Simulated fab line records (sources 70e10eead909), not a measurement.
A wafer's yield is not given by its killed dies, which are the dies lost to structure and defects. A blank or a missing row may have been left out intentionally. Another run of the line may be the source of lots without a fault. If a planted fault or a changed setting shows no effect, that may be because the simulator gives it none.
Problem report, 8D (eight disciplines) form, completed by code | flow nand harc | the parts of the form that need people (team, actions taken, sign-off) are left out

== 1. WHAT WENT WRONG ==
Mean of cd nm at NHARC_A_BLC_CD_MEAS_10: 87.7 nm across 6 wafers in 2 lots; on wafers with no fault it is 100.1 nm (standard deviation 0.54). Relative to the usual mean, that is a shift of -23 standard deviations.
The step: target cd 100 nm.
Seen first at day 29 02:31 on cd sem-01, wafer L804.1. The record has a number at this step for 33 wafers belonging to 11 lots. The rule behind "out" and "out of limits": a value lying over 4 standard deviations away from the usual mean. The other wafers with a number count as sound.

== 2. WHAT IT IS, WHAT IT ISN'T ==
question                    | is                     | is not
which readings at this step | cd nm                  | -
which lots                  | L804, L805             | L791, L792, L793, L794, L796, L798, L799, L810, L811
which wafers of those lots  | all that have a number | -
read on which gauges        | cd sem-01, cd sem-03   | cd sem-02
when                        | from day 29 02:31      | up to then (21 sound wafers); but 6 sound wafers of L810, L811 came after

== 3. WHAT RULES OUT EACH SUSPECT ==
Counting: a tool stays on the suspect list if, at a process step up to the reading, it processed all lots that are out and no sound lot following the first of them.
- the gauge at NHARC_A_BLC_CD_MEAS_10: ruled out. Those wafers that are out were read across 2 gauges (cd sem-01, cd sem-03).
- rie diel-04 at NHARC_A_CONTACT_ETCH_98 (etches the open film in C4F6/O2, target depth 20 nm, time 10 s): kept. It ran every lot that is out, first L804 (day 29 02:26), and no sound lot after that; its last sound lot up to then is L798 (day 27 01:15). With no start given for some of its lots, NHARC_A_CONTACT_ETCH_98 uses the hours and lot order of NHARC_A_BLC_PEB_08.
- rie diel-04 at NHARC_A_CONTACT_STRIP_26 (strips in O2): ruled out as a lasting fault. Following L804 (day 29 02:26), the first lot on it that is out, the sound lots L810 were run on it. With no start given for some of its lots, NHARC_A_CONTACT_STRIP_26 uses the hours and lot order of NHARC_A_BLC_PEB_08.
- litho track-04 at NHARC_A_BLC_PEB_08 (peb time 65 s): ruled out as a lasting fault. Following L804 (day 29 02:26), the first lot on it that is out, the sound lots L810 were run on it.
The count leaves rie diel-04 at NHARC_A_CONTACT_ETCH_98.

== 4. THE CAUSE (what the simulator had put in) ==
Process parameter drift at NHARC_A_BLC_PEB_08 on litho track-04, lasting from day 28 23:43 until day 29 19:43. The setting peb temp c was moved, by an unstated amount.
It was ruled out by counting, in error; the rule expects a fault to strike all lots run on its tool from its start on, and this fault did not.

== 5. THE CHAIN OF EFFECTS, in route order ==
Rows list readings where the struck wafers' mean (over those with a number) sits beyond 3 standard deviations from the usual. Only readings for which the record gives a usual standard deviation are gone through. hours: the time from each lot's start at the first step in this table that gives one to its start at this step, as a median over the lots. sigmas: the change in usual standard deviations.
hours | step                   | reading              | usual    | on struck wafers | change | sigmas
0     | NHARC_A_BLC_PEB_08     | heater power total W | 156.6 W  | 149.9            | -6.7   | -16
0     | NHARC_A_BLC_PEB_08     | plate temp C         | 99.99 C  | 96.86            | -3.13  | -22
0     | NHARC_A_BLC_CD_MEAS_10 | cd nm                | 100.1 nm | 87.7             | -12.4  | -23
1     | NHARC_A_BLC_CD_MEAS_19 | cd nm                | 99.8 nm  | 87.4             | -12.4  | -8.3
Process steps it contains:
- NHARC_A_BLC_PEB_08: peb time 65 s.
Later measuring or inspecting steps at which every struck wafer that the step has a row for has a number for every such reading, and none has moved that far: NHARC_END_SORT_01.

== 6. WHAT WOULD HAVE CAUGHT IT SOONER ==
The first out-of-limits reading at a measuring or inspecting step in this record came at day 29 02:31, 3 hours after the fault's start at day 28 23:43.
Tool's own readings at NHARC_A_BLC_PEB_08, heater power total W, plate temp C: out on all struck wafers the step has rows for; an alarm limit on them would have tripped on the first.
